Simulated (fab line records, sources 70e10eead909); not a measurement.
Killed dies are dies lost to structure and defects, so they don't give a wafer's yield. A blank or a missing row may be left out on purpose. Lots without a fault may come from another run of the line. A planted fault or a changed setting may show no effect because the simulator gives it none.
Which tool did it? | flow nand_harc | 12 lots, 36 wafers sampled, at 7 steps of a route of 1159

WHAT THE GAUGES READ, wafer by wafer
NHARC_A_CONTACT_CD_MEAS_15.
lot  | measured     | on        | cd_nm (nm)
L844 | day 17 02:07 | cd_sem-01 | 90.3 89.6 89.6
L843 | day 17 03:54 | cd_sem-03 | 90.1 90.2 90.2
L852 | day 18 23:13 | cd_sem-02 | 89.9 90.4 90.1
L851 | day 19 08:02 | cd_sem-01 | 90.1 90.0 90.5
L853 | day 19 15:39 | cd_sem-02 | 90.5 90.9 90.2
L859 | day 20 18:30 | cd_sem-03 | 89.6 89.3 89.5
L860 | day 20 22:29 | cd_sem-02 | 90.8 89.9 90.2
L858 | day 21 02:11 | cd_sem-03 | 89.5 89.4 89.6
L863 | day 21 15:00 | cd_sem-01 | 89.4 89.6 90.3
L866 | day 22 03:28 | cd_sem-01 | 89.8 89.8 89.9
L865 | day 22 11:12 | cd_sem-01 | 89.7 90.7 90.1
L864 | day 22 15:36 | cd_sem-03 | 90.8 90.3 90.6

NHARC_A_CONTACT_INSPECT_23.
lot  | measured     | on                | raw_defect_count
L844 | day 17 08:43 | defect_inspect-02 | 546 413 269
L843 | day 17 10:58 | defect_inspect-02 | 378 337 270
L852 | day 19 04:38 | defect_inspect-02 | 448 656 518
L851 | day 19 10:28 | defect_inspect-01 | 457 508 261
L853 | day 19 21:34 | defect_inspect-02 | 427 427 442
L859 | day 20 21:41 | defect_inspect-01 | 603 390 471
L860 | day 21 00:56 | defect_inspect-01 | 425 504 413
L858 | day 21 12:06 | defect_inspect-01 | 384 953 515
L863 | day 21 20:04 | defect_inspect-01 | 410 569 362
L866 | day 22 06:23 | defect_inspect-01 | 331 283 449
L865 | day 22 13:38 | defect_inspect-01 | 733 666 621
L864 | day 22 21:52 | defect_inspect-01 | 506 576 798

NHARC_A_BLC_CD_MEAS_10: target cd 100 nm.
lot  | measured     | on        | cd_nm (nm)
L844 | day 17 09:14 | cd_sem-03 | 101.2 100.0 100.0
L843 | day 17 11:20 | cd_sem-03 | 100.8 100.5 100.5
L852 | day 19 05:08 | cd_sem-01 | 99.8 99.6 100.0
L851 | day 19 10:59 | cd_sem-02 | 97.0 97.1 96.7
L853 | day 19 22:04 | cd_sem-03 | 97.0 97.2 96.2
L859 | day 20 22:11 | cd_sem-03 | 100.4 99.5 99.3
L860 | day 21 01:27 | cd_sem-01 | 98.9 99.8 99.5
L858 | day 21 12:36 | cd_sem-03 | 100.7 100.5 99.9
L863 | day 21 20:27 | cd_sem-03 | 98.9 98.9 99.2
L866 | day 22 06:53 | cd_sem-02 | 100.2 100.2 100.2
L865 | day 22 14:08 | cd_sem-02 | 101.3 101.7 100.2
L864 | day 22 22:23 | cd_sem-03 | 99.7 100.2 99.8

NHARC_A_BLC_CD_MEAS_19.
lot  | measured     | on        | cd_nm (nm)
L844 | day 17 10:23 | cd_sem-03 | 102.4 100.1 99.3
L843 | day 17 12:41 | cd_sem-01 | 99.9 99.2 101.5
L852 | day 19 06:28 | cd_sem-03 | 99.8 99.9 98.5
L851 | day 19 12:19 | cd_sem-01 | 96.1 96.2 95.9
L853 | day 19 23:13 | cd_sem-02 | 96.3 94.5 94.4
L859 | day 20 23:32 | cd_sem-03 | 100.1 99.3 99.7
L860 | day 21 02:47 | cd_sem-02 | 97.6 99.8 101.9
L858 | day 21 13:45 | cd_sem-01 | 102.2 99.4 101.1
L863 | day 21 21:37 | cd_sem-03 | 99.7 98.3 96.7
L866 | day 22 08:04 | cd_sem-02 | 101.3 100.8 99.3
L865 | day 22 15:18 | cd_sem-03 | 100.9 101.5 100.7
L864 | day 22 23:32 | cd_sem-03 | 100.3 101.0 99.9

NHARC_END_SORT_01.
lot  | measured     | on        | killed_at_array | killed_at_other | killed_at_periphery | killed_dies | killed_open | killed_short
L843 | day 20 13:37 | prober-01 | 30 21 23        | 0 0 0           | 0 3 0               | 30 24 23    | 2 2 3       | 1 2 0
L859 | day 23 03:11 | prober-01 | 35 31 25        | 0 0 0           | 2 5 1               | 37 36 26    | 4 6 3       | 4 0 4
L858 | day 23 12:03 | prober-01 | 35 38 38        | 0 1 1           | 4 6 1               | 39 45 40    | 4 4 2       | 7 2 3

WHICH TOOL RAN EACH LOT (tool, then ch and the chambers of the sampled wafers, then the start)
lot  | NHARC_A_BLC_PEB_08                | NHARC_A_BLC_ETCH_16
L844 | litho_track-04 ch 0, day 17 09:09 | rie_diel-10 ch 0,2, day 17 09:31
L843 | litho_track-01 ch 0, day 17 11:16 | rie_diel-13 ch 1,2, day 17 11:39
L852 | litho_track-01 ch 0, day 19 05:03 | rie_diel-13 ch 0,1, day 19 05:25
L851 | litho_track-04 ch 0, day 19 10:54 | rie_diel-13 ch 0,1,2, day 19 11:16
L853 | litho_track-04 ch 0, day 19 21:59 | rie_diel-06 ch 0,1,2, day 19 22:21
L859 | litho_track-06 ch 0, day 20 22:07 | rie_diel-13 ch 0,1,2, day 20 22:29
L860 | litho_track-01 ch 0, day 21 01:22 | rie_diel-13 ch 0,1,2, day 21 01:44
L858 | litho_track-06 ch 0, day 21 12:31 | rie_diel-10 ch 0,1,2, day 21 12:53
L863 | litho_track-06 ch 0, day 21 20:22 | rie_diel-13 ch 0,3, day 21 20:44
L866 | litho_track-01 ch 0, day 22 06:49 | rie_diel-10 ch 0,2,3, day 22 07:10
L865 | litho_track-01 ch 0, day 22 14:04 | rie_diel-10 ch 1,2,3, day 22 14:26
L864 | litho_track-01 ch 0, day 22 22:18 | rie_diel-10 ch 0,1,3, day 22 22:39
- NHARC_A_BLC_PEB_08: peb time 65 s.
- NHARC_A_BLC_ETCH_16: etches the open film in CF4, target depth 39 nm, time 65 s.

WHAT THE TOOLS THEMSELVES READ (means of the sampled wafers that have a number; where no wafer has one, the mark that the record gives instead)
NHARC_A_BLC_PEB_08.
lot  | tool           | chill_plate_temp_C (C) | heater_power_total_W (W) | plate_temp_C (C)
L844 | litho_track-04 | 22.91                  | 156.3                    | 99.84
L843 | litho_track-01 | 22.82                  | 156.5                    | 100.11
L852 | litho_track-01 | 23.01                  | 156.8                    | 99.90
L851 | litho_track-04 | 22.90                  | 154.6                    | 99.14
L853 | litho_track-04 | 23.00                  | 154.7                    | 99.05
L859 | litho_track-06 | 23.01                  | 156.4                    | 99.91
L860 | litho_track-01 | 23.00                  | 156.9                    | 99.86
L858 | litho_track-06 | 22.99                  | 157.0                    | 99.99
L863 | litho_track-06 | 23.07                  | 156.5                    | 100.01
L866 | litho_track-01 | 22.93                  | 156.6                    | 100.09
L865 | litho_track-01 | 23.00                  | 156.7                    | 99.99
L864 | litho_track-01 | 22.87                  | 156.7                    | 100.01

NHARC_A_BLC_ETCH_16.
lot  | tool        | cf4_flow_sccm (sccm) | drypump_motor_current_A (A) | oes_product_au (a.u.) | rf_vpp_V (V) | showerhead_plenum_p_Torr (Torr) | throttle_valve_pct (%)
L844 | rie_diel-10 | 150.1                | 6.3                         | 1.007                 | 152.7        | 1.87                            | 13.278
L843 | rie_diel-13 | 150.4                | 5.3                         | 0.991                 | 152.8        | 1.85                            | 13.285
L852 | rie_diel-13 | 150.7                | 5.5                         | 0.986                 | 152.4        | 1.80                            | 13.277
L851 | rie_diel-13 | 150.3                | 5.6                         | 0.993                 | 151.7        | 1.79                            | 13.288
L853 | rie_diel-06 | 149.6                | 5.6                         | 1.001                 | 151.9        | 1.77                            | 13.286
L859 | rie_diel-13 | 149.8                | 5.6                         | 0.999                 | 152.0        | 1.79                            | 13.284
L860 | rie_diel-13 | 150.0                | 5.6                         | 1.001                 | 151.8        | 1.79                            | 13.279
L858 | rie_diel-10 | 150.5                | 6.4                         | 1.001                 | 152.2        | 1.82                            | 13.289
L863 | rie_diel-13 | 150.5                | 5.9                         | 0.992                 | 151.2        | 1.76                            | 13.283
L866 | rie_diel-10 | 149.7                | 5.9                         | 0.995                 | 152.3        | 1.84                            | 13.284
L865 | rie_diel-10 | 150.0                | 5.9                         | 1.000                 | 151.0        | 1.79                            | 13.285
L864 | rie_diel-10 | 150.1                | 5.9                         | 1.000                 | 152.1        | 1.78                            | 13.282

THE ANSWER, worked out from the rows above alone
Rule: what is usual is taken from the lots themselves. Put in order of their means at a reading, lots are off if they are a third of the lots or fewer, leave a main group of 4 or more, and stand apart from it by a gap of 3 or more times the standard deviation of the main group's means; of several such gaps the widest counts. A main group whose means are all the same, to the digits that the tables above print for the reading, isn't used. A lot without any number at a reading at which 4 lots or more have one is off too. The other lots that the step has rows for count as sound. The gauges are gone through in route order, then the tools' own readings, and for those a lot's mean is taken as printed above. The first step at which some lot is off is used, and at that step the reading that is off furthest; a lot without a number counts as furthest.
Off: L851, L853, at NHARC_A_BLC_CD_MEAS_10 (cd_nm). The main group: mean 100.0 nm, standard deviation 0.57.
A tool fits if, at a process step before that reading, it ran every lot that is off, and no sound lot after the first of them. The gauges at NHARC_A_BLC_CD_MEAS_10 aren't tried: what is off there is off at NHARC_A_BLC_PEB_08 too, on other tools, and a gauge's error can't cause that. One fits: litho_track-04 at NHARC_A_BLC_PEB_08. Its last sound lot is L844 (day 17 09:09), its first lot that is off L851 (day 19 10:54): a fault that began between those two fits.
The tool's own readings at NHARC_A_BLC_PEB_08 bear it out: on the lots that are off they differ by more than 5 times the standard deviation of the sound lots' means. heater_power_total_W reads 154.6 W there against 156.6 W on the sound lots; plate_temp_C reads 99.09 C there against 99.97 C on the sound lots.

WHAT THE SIMULATOR HAD PUT IN
Process parameter drift: litho_track-04, from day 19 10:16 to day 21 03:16, at NHARC_A_BLC_PEB_08. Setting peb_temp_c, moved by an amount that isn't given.
Lots struck among those shown: L851, L853. The rule above found the same.
